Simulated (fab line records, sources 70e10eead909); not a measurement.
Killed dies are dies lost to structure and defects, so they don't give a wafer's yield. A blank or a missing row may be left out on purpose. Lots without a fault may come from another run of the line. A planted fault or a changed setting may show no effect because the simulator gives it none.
Problem report in the 8D (eight disciplines) form, filled by code | flow nand_harc | the parts of the form that need people (team, actions taken, sign-off) are left out

1. THE PROBLEM
thk_nm at NHARC_A_ONON_D1_THK_MEAS_24 reads a mean of 1501 nm on 2 wafers of 1 lot; wafers without a fault read 1001 nm with a standard deviation of 8.4. That is +60 standard deviations from the usual mean.
The step: measures by ellipsometry.
First seen on wafer L165.1, day 12 01:37, on film_metro-01. The record holds 39 wafers of 13 lots with a number at this step. Rule for "out", or "out of limits": more than 4 standard deviations from the usual mean. The other wafers with a number count as sound.

2. WHAT IT IS AND WHAT IT IS NOT
question                    | is                | is not
which readings at this step | thk_nm            | -
which lots                  | L165              | L149, L150, L151, L155, L156, L157, L158, L159, L160, L161, L162, L170
which wafers of those lots  | L165.1, L165.2    | L165.3
read on which gauges        | film_metro-01     | film_metro-02
when                        | from day 12 01:37 | up to then (34 sound wafers); but 3 sound wafers of L170 came after

3. SUSPECTS, AND WHAT RULES EACH OUT
Counting: a tool at a process step up to the reading stays a suspect if it ran every lot that is out. Sound lots after the first of them don't rule it out here, since some wafers of a struck lot are sound.
- the gauge at NHARC_A_ONON_D1_THK_MEAS_24: ruled out. All the wafers that are out were read on film_metro-01, but those of them that NHARC_END_SORT_01 has rows for are out there too, on other tools.
- rie_diel-03 at NHARC_A_ZERO_WELL_DESCUM_12 (chemistry O2, time 3 s): kept. It ran the lot that is out, L165 (day 10 18:41); its last sound lot up to then is L159 (day 9 20:47).
- pecvd_onon-03 at NHARC_A_ONON_D1_DEP_22 (target thk 1000 nm): kept. It ran the lot that is out, L165 (day 12 01:07); its last sound lot up to then is L160 (day 11 04:50).
- Within rie_diel-03 at NHARC_A_ZERO_WELL_DESCUM_12: the wafers that are out ran in chambers 0, 3; their sound lot-mates ran in chamber 1.
Left after counting: rie_diel-03 at NHARC_A_ZERO_WELL_DESCUM_12, pecvd_onon-03 at NHARC_A_ONON_D1_DEP_22.

4. THE CAUSE (what the simulator had put in)
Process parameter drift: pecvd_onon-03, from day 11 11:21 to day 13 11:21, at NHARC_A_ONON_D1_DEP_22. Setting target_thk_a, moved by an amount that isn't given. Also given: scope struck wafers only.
Counting left 2 suspects, and this tool is among them.

5. THE CHAIN OF EFFECTS, in route order
Each row: a reading whose mean over the struck wafers that have a number lies more than 3 standard deviations from the usual. Only readings for which the record gives a usual standard deviation are gone through. hours: the time from each lot's start at the first step in this table that gives one to its start at this step, as a median over the lots. sigmas: the change in usual standard deviations.
hours | step                        | reading             | usual   | on struck wafers | change | sigmas
0     | NHARC_A_ONON_D1_THK_MEAS_24 | thk_nm              | 1001 nm | 1501             | +500   | +60
279   | NHARC_END_SORT_01           | killed_at_array     | 26      | 661              | +635   | +66
279   | NHARC_END_SORT_01           | killed_at_periphery | 3.8     | 15.0             | +11.2  | +4.1
279   | NHARC_END_SORT_01           | killed_dies         | 31      | 677              | +646   | +65

6. WHAT WOULD HAVE CAUGHT IT SOONER
In this record the first reading out of limits at a measuring or inspecting step was taken at day 12 01:37, 14 hours after the fault began at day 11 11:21.
Of the tool readings at NHARC_A_ONON_D1_DEP_22 for which the record gives a usual standard deviation, none was out on any struck wafer, so an alarm limit of 4 standard deviations on them would not have fired.
All the lots that are out (1) had begun NHARC_A_ONON_D1_DEP_22 on pecvd_onon-03 by day 12 01:37. A hold on the tool at that time would have spared none of them.
